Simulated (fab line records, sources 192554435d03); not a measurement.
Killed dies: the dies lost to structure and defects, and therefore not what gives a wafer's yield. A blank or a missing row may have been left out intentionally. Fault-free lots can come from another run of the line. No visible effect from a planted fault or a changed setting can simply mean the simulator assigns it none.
Matching of chambers + flow n5-finfet + N5_BEOL_M0_SAQP_PECVD_04 on pecvd-03: 3 sister chambers
The step deposits a-Si from SiH4/He, target thk 60 nm, time 60.2 s. 18 wafers are shown with their chamber, then 9 later ones without.

== WAFERS PAIRED WITH THEIR CHAMBERS ==
| wafer  | chamber | showerhead-plenum-p-Torr (Torr) | throttle-valve-pct (%) | heater-power-w (W) |
|--------|---------|---------------------------------|------------------------|--------------------|
| L074.3 | 1       | 5.76                            | 17.2                   | 596                |
| L074.4 | 1       | 5.76                            | 17.1                   | 598                |
| L074.5 | 0       | 5.65                            | 17.8                   | 693                |
| L075.2 | 0       | 5.67                            | 17.8                   | 684                |
| L075.5 | 2       | 5.72                            | 18.2                   | 602                |
| L075.6 | 0       | 5.65                            | 17.7                   | 695                |
| L077.2 | 0       | 5.66                            | 18.3                   | 694                |
| L077.3 | 1       | 5.74                            | 17.2                   | 534                |
| L077.4 | 0       | 5.66                            | 18.0                   | 701                |
| L078.2 | 0       | 5.66                            | 18.0                   | 687                |
| L078.4 | 0       | 5.65                            | 18.1                   | 676                |
| L078.6 | 0       | 5.66                            | 18.0                   | 690                |
| L082.2 | 2       | 5.72                            | 18.3                   | 616                |
| L082.4 | 0       | 5.66                            | 18.2                   | 677                |
| L082.5 | 1       | 5.74                            | 17.4                   | 593                |
| L084.1 | 1       | 5.75                            | 17.1                   | 603                |
| L084.5 | 1       | 5.75                            | 17.5                   | 588                |
| L084.6 | 2       | 5.72                            | 18.3                   | 569                |

SIGNATURES, as means of the wafers listed above
| reading                  | chamber 0 | chamber 1 | chamber 2 | scatter within a chamber |
|--------------------------|-----------|-----------|-----------|--------------------------|
| showerhead-plenum-p-Torr | 5.6578    | 5.7500    | 5.7200    | 0.0071                   |
| throttle-valve-pct       | 17.989    | 17.250    | 18.267    | 0.173                    |
| heater-power-w           | 688.56    | 585.33    | 595.67    | 18.3                     |
Rule: for a wafer and a chamber, the distance is found by dividing, reading by reading, the gap between the wafer's reading and the chamber's mean by the reading's scatter, squaring, summing and taking the root. The wafer belongs to the nearest chamber; if the next one is less than 2 further off, it can't be placed. The scatter: the root of (the sum of the squares of (reading less its chamber's mean) over the shown wafers, divided by (wafers less chambers)).

== WAFERS MISSING THEIR CHAMBER ==
| wafer  | showerhead-plenum-p-Torr (Torr) | throttle-valve-pct (%) | heater-power-w (W) |
|--------|---------------------------------|------------------------|--------------------|
| L085.3 | 5.73                            | 18.3                   | 608                |
| L085.4 | 5.74                            | 17.2                   | 621                |
| L085.5 | 5.66                            | 18.2                   | 653                |
| L088.1 | 5.65                            | 18.2                   | 697                |
| L088.2 | 5.75                            | 17.2                   | 573                |
| L088.3 | 5.73                            | 18.4                   | 600                |
| L095.1 | 5.71                            | 16.8                   | 611                |
| L095.2 | 5.76                            | 17.3                   | 603                |
| L095.5 | 5.75                            | 17.3                   | 593                |

== WHICH CHAMBER EACH WENT THROUGH ==
| wafer  | from the rows above | in truth                   |
|--------|---------------------|----------------------------|
| L085.3 | 2                   | 2                          |
| L085.4 | 1                   | 1                          |
| L085.5 | 0                   | 0                          |
| L088.1 | 0                   | 0                          |
| L088.2 | 1                   | 1                          |
| L088.3 | 2                   | 2                          |
| L095.1 | 1                   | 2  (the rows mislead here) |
| L095.2 | 1                   | 1                          |
| L095.5 | 1                   | 1                          |
Placed correctly: 8 of 9. From these rows, 0 cannot be placed. Number placed wrongly: 1.
